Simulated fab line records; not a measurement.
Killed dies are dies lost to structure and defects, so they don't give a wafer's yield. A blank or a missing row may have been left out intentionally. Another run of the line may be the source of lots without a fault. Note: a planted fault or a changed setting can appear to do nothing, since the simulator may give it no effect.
2 desks, one fault | flow nandHarc | numbers are kept per desk, each desk with only its own; the story behind them comes last

FOR THE TOOL OWNER'S DESK: pvdSputter-02
The tool's own readings at NHARC_THIN_TSV_PRE_CLEAN_50 (time 30 s): means of the sampled wafers that have a number, for each lot that ran on this tool. Marked OUT: a lot whose mean sits more than 4 standard deviations from the usual mean, which makes it out of limits; the brackets give that distance.
Columns: A = heaterPowerW at NHARC_THIN_TSV_PRE_CLEAN_50, usual 420 W
lot  | first seen here | A
L669 | day 19 13:46    | 455
L667 | day 19 15:27    | 441
L668 | day 19 19:30    | 441
L677 | day 21 14:28    | 435
L678 | day 21 15:31    | 404
L680 | day 22 17:40    | 383
L683 | day 23 08:29    | 382
L688 | day 23 19:20    | 421
This desk's finding: nothing out of limits on any of the 8 lots.

FROM THE METROLOGY DESK
What the gauges read for every lot (on any tool): the sampled wafers with a number, averaged. Marked OUT: a lot whose mean sits more than 4 standard deviations from the usual mean, which makes it out of limits; the brackets give that distance.
Columns: A = thkNm at NHARC_THIN_TSV_THK_MEAS_02, usual 2971 nm
lot  | first seen here | A
L666 | day 18 22:07    | 2832
L669 | day 19 09:43    | 2949
L667 | day 19 11:23    | 3133
L668 | day 19 15:26    | 2961
L671 | day 20 12:04    | 3251
L672 | day 20 13:16    | 2757
L677 | day 21 10:31    | 2647
L678 | day 21 11:43    | 3136
L680 | day 22 13:37    | 3006
L685 | day 22 20:31    | 3160
L681 | day 22 21:43    | 3140
L683 | day 23 04:37    | 2789
L688 | day 23 14:41    | 2879
This desk's finding: nothing out of limits on any of the 13 lots.

PUT TOGETHER
The desk of the tool owner found nothing out of limits.
Nothing out of limits was seen by the metrology desk.

WHAT THE SIMULATOR PUT IN
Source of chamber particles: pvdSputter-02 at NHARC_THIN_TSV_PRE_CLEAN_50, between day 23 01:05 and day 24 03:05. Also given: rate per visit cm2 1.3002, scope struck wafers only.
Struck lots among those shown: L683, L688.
